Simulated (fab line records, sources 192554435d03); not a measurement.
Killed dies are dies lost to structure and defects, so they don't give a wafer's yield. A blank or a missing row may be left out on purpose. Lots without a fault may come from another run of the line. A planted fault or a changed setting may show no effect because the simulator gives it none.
Chamber matching | flow n5_finfet | N5_BEOL_M10_DEP_56 on pecvd-04: 3 sister chambers
The step deposits SiCN from 3MS/NH3, target thk 15 nm, time 26.5 s. 6 wafers are shown with their chamber, then 8 later ones without.

WAFERS WITH THEIR CHAMBER
wafer  | chamber | throttle_valve_pct (%) | showerhead_vpp_V (V)
L081.1 | 1       | 9.3                    | 831
L081.5 | 1       | 9.3                    | 852
L086.5 | 2       | 10.1                   | 812
L085.2 | 2       | 9.8                    | 809
L085.6 | 0       | 9.0                    | 775
L088.4 | 0       | 8.9                    | 804

WAFERS WITHOUT THEIR CHAMBER
wafer  | throttle_valve_pct (%) | showerhead_vpp_V (V)
L088.5 | 9.2                    | 830
L088.6 | 10.0                   | 818
L090.2 | 9.3                    | 831
L090.3 | 8.9                    | 773
L090.5 | 8.9                    | 787
L092.2 | 10.3                   | 819
L092.4 | 9.2                    | 818
L092.5 | 10.2                   | 823

WHICH CHAMBER EACH WENT THROUGH
wafer  | from the rows above     | in truth
L088.5 | 1                       | 1
L088.6 | 2                       | 2
L090.2 | 1                       | 1
L090.3 | 0                       | 0
L090.5 | 0                       | 0
L092.2 | 2                       | 2
L092.4 | can't be placed: 1 or 0 | 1
L092.5 | 2                       | 2
Placed correctly: 7 of 8. Can't be placed from these rows: 1 (the true chamber is among the candidates in 1). Placed wrongly: 0.
How it was worked out, from the rows above alone: a wafer's distance from a chamber is the root of the sum, over the readings, of the square of ((its reading less the chamber's mean) divided by the reading's scatter). The wafer belongs to the nearest chamber; if the next one is less than 2 further off, it can't be placed. A chamber's mean is the mean of its shown wafers. The scatter: the root of (the sum of the squares of (reading less its chamber's mean) over the shown wafers, divided by (wafers less chambers)).
